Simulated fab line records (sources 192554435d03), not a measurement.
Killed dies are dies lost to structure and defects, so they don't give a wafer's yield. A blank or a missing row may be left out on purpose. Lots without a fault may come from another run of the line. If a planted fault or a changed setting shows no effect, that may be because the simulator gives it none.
Lot-split experiment	flow n5 finfet	39 wafers read from 7 lots, route of 1938 steps

SPLIT DETAILS
At N5_WELL_APT_EXPOSE_22 (exposes mask PWELL, defocus 0 nm, target cd 200 nm), the setting dose mj was moved away from the recipe's 23.2 on 15 of the 39 wafers read, by -2.1% to +6.1%. For the rest of the wafers, this setting stayed at what the recipe calls for.

FROM THE SPLIT TO THE READING: what the file shows between them, 3 steps
- N5_WELL_APT_PEB_23: peb time 90 s
- N5_WELL_APT_DEVELOP_24: develop time 45 s
- N5_WELL_APT_HARDBAKE_29: time 120 s

THE READING
cd nm at N5_WELL_APT_CD_MEAS_25, given in nm (cd target 200 nm). Typical for fault-free wafers on this fab line: 200.8 nm, with standard deviation 2.4 nm.

wafer	tool, chamber at the split	dose mj as run	against the recipe	cd nm, nm	against lot-mates on the recipe
L074.1	krf scanner-01, 0	24.61	+6.1%	213.9	+10.4
L074.2	krf scanner-01, 0	23.2	recipe	205.3	-
L074.3	krf scanner-01, 0	24.61	+6.1%	210.6	+7.1
L074.4	krf scanner-01, 0	23.2	recipe	201.8	-
L074.5	krf scanner-01, 0	24.61	+6.1%	211.5	+8.0
L074.6	krf scanner-01, 0	23.2	recipe	203.3	-
L076.1	krf scanner-02, 0	23.2	recipe	201.8	-
L076.2	krf scanner-02, 0	23.2	recipe	206.4	-
L076.3	krf scanner-02, 0	24.53	+5.7%	208.0	+4.1
L076.4	krf scanner-02, 0	24.53	+5.7%	211.6	+7.7
L076.5	krf scanner-02, 0	23.2	recipe	203.5	-
L076.6	krf scanner-02, 0	24.53	+5.7%	212.9	+9.0
L078.1	krf scanner-02, 0	23.2	recipe	198.6	-
L078.2	krf scanner-02, 0	23.2	recipe	200.2	-
L078.3	krf scanner-02, 0	22.71	-2.1%	198.7	-0.8
L078.4	krf scanner-02, 0	22.71	-2.1%	200.5	+1.0
L078.5	krf scanner-02, 0	22.71	-2.1%	193.0	-6.5
L078.6	krf scanner-02, 0	23.2	recipe	199.7	-
L079.1	krf scanner-02, 0	23.2	recipe	200.9	-
L079.3	krf scanner-02, 0	23.2	recipe	200.5	-
L079.6	krf scanner-02, 0	23.2	recipe	200.8	-
L089.1	krf scanner-01, 0	23.2	recipe	199.0	-
L089.2	krf scanner-01, 0	23.2	recipe	199.5	-
L089.3	krf scanner-01, 0	23.2	recipe	201.1	-
L089.4	krf scanner-01, 0	23.2	recipe	199.9	-
L089.5	krf scanner-01, 0	23.2	recipe	203.4	-
L089.6	krf scanner-01, 0	23.2	recipe	198.3	-
L094.1	krf scanner-01, 0	24.22	+4.4%	209.7	+8.0
L094.2	krf scanner-01, 0	23.2	recipe	202.9	-
L094.3	krf scanner-01, 0	23.2	recipe	201.0	-
L094.4	krf scanner-01, 0	24.22	+4.4%	207.3	+5.6
L094.5	krf scanner-01, 0	23.2	recipe	201.1	-
L094.6	krf scanner-01, 0	24.22	+4.4%	211.4	+9.7
L095.1	krf scanner-01, 0	23.2	recipe	206.2	-
L095.2	krf scanner-01, 0	24.27	+4.6%	208.1	+5.2
L095.3	krf scanner-01, 0	23.2	recipe	202.4	-
L095.4	krf scanner-01, 0	24.27	+4.6%	208.6	+5.7
L095.5	krf scanner-01, 0	24.27	+4.6%	210.9	+8.0
L095.6	krf scanner-01, 0	23.2	recipe	200.2	-

THE FIT
A straight line over all 39 wafers: cd nm changes by +1.71 nm for each +1% of dose mj; r = +0.90; the points scatter about the line by 2.2 nm.
The same after taking each lot's own level away (the mean of its wafers on the recipe; 39 wafers): +1.36 nm for each +1%; r = +0.89; scatter 1.9 nm.
Per that fit: largest dose mj move, reading shift of 8.3 nm.
From 199.50 to 203.90 nm: that is the span of the lots' own levels, equal to 1.8 times the standard deviation above.
So the slope is not independent of the lot-to-lot level: the two fits are not the same.
Check: +8.19 nm against its lot-mates is what the line predicts for one of the wafers moved furthest among these (+6.1%) when that wafer is left out of the fit. It came out at +10.4 nm against them.

THE FILE'S OWN FIT
cd nm changes by +1.39 nm for each +1% of dose mj, r = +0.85.
